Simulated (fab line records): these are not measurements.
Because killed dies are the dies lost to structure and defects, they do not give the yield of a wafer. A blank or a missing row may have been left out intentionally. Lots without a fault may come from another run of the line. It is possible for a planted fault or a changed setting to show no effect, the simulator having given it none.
Which tool did it? / flow nand_harc / Sampling: 6 lots, 18 wafers, 5 of 1159 route steps

== WHAT EACH GAUGE READ, for each wafer ==
NHARC_END_SORT_01.
lot=L749; measured=day 23 19:01; on=prober-02; killed_at_array=34 28 652

== EACH LOT AND THE TOOL THAT RAN IT (in order: tool; ch and the chambers of the sampled wafers; start) ==
lot=L732; NHARC_A_STAIRCASE_ETCH_225=rie_diel-10 ch 0,1,2, day 12 03:46 or earlier; NHARC_A_STAIRCASE_TRIM_233=rie_diel-10 ch 0,1, day 12 03:46 or earlier; NHARC_A_STAIRCASE_DESCUM_291=rie_diel-10 ch 0,1,2, day 12 03:46; NHARC_A_STAIRCASE_HM_OPEN_460=rie_diel-10 ch 1,2,3, day 12 04:09
lot=L735; NHARC_A_STAIRCASE_ETCH_225=rie_diel-01 ch 1,3, day 12 12:26 or earlier; NHARC_A_STAIRCASE_TRIM_233=rie_diel-01 ch 2,3, day 12 12:26 or earlier; NHARC_A_STAIRCASE_DESCUM_291=rie_diel-12 ch 0,1, day 12 12:26; NHARC_A_STAIRCASE_HM_OPEN_460=rie_diel-12 ch 0,1,3, day 12 12:37
lot=L738; NHARC_A_STAIRCASE_ETCH_225=rie_diel-10 ch 1,2,3, day 13 19:05 or earlier; NHARC_A_STAIRCASE_TRIM_233=rie_diel-10 ch 1,3, day 13 19:05 or earlier; NHARC_A_STAIRCASE_DESCUM_291=rie_diel-10 ch 0,2,3, day 13 19:05; NHARC_A_STAIRCASE_HM_OPEN_460=rie_diel-10 ch 0,3, day 13 19:17
lot=L742; NHARC_A_STAIRCASE_ETCH_225=rie_diel-10 ch 0,3, day 14 16:58 or earlier; NHARC_A_STAIRCASE_TRIM_233=rie_diel-10 ch 0,1,3, day 14 16:58 or earlier; NHARC_A_STAIRCASE_DESCUM_291=rie_diel-12 ch 1,3, day 14 16:58; NHARC_A_STAIRCASE_HM_OPEN_460=rie_diel-12 ch 0,1,3, day 14 17:19
lot=L749; NHARC_A_STAIRCASE_ETCH_225=rie_diel-10 ch 1,2, day 15 21:59 or earlier; NHARC_A_STAIRCASE_TRIM_233=rie_diel-01 ch 1,2,3, day 15 21:59 or earlier; NHARC_A_STAIRCASE_DESCUM_291=rie_diel-01 ch 0,2,3, day 15 21:59; NHARC_A_STAIRCASE_HM_OPEN_460=rie_diel-01 ch 1,2, day 15 22:11
lot=L753; NHARC_A_STAIRCASE_ETCH_225=rie_diel-10 ch 0,2,3, day 17 14:32 or earlier; NHARC_A_STAIRCASE_TRIM_233=rie_diel-12 ch 0,2,3, day 17 14:32 or earlier; NHARC_A_STAIRCASE_DESCUM_291=rie_diel-10 ch 0,1, day 17 14:32; NHARC_A_STAIRCASE_HM_OPEN_460=rie_diel-10 ch 1,2,3, day 17 14:46
- NHARC_A_STAIRCASE_ETCH_225: etches the open film in C4F8/O2, target depth 100 nm, time 40.5 s.
- NHARC_A_STAIRCASE_TRIM_233: chemistry O2, time 211.2 s.
- NHARC_A_STAIRCASE_DESCUM_291: chemistry O2, time 3 s.
- NHARC_A_STAIRCASE_HM_OPEN_460: chemistry O2/COS.

== THE ANSWER, worked out from the rows above alone ==
Rule: the usual values come from the lots themselves. The widest of any qualifying gaps counts: lots, ordered by their means at a reading, are off when they make up no more than a third of the lots, leave a main group of 4 or more, and stand apart from it by 3 or more times the standard deviation of that group's means. Not used: any main group whose means are identical at the precision the tables above print for the reading. A lot without any number at a reading at which 4 lots or more have one is off too. All remaining lots with rows at the step are treated as sound.
No lot is off at any reading shown: from this, nothing can be told.

== WHAT THE SIMULATOR PUT IN ==
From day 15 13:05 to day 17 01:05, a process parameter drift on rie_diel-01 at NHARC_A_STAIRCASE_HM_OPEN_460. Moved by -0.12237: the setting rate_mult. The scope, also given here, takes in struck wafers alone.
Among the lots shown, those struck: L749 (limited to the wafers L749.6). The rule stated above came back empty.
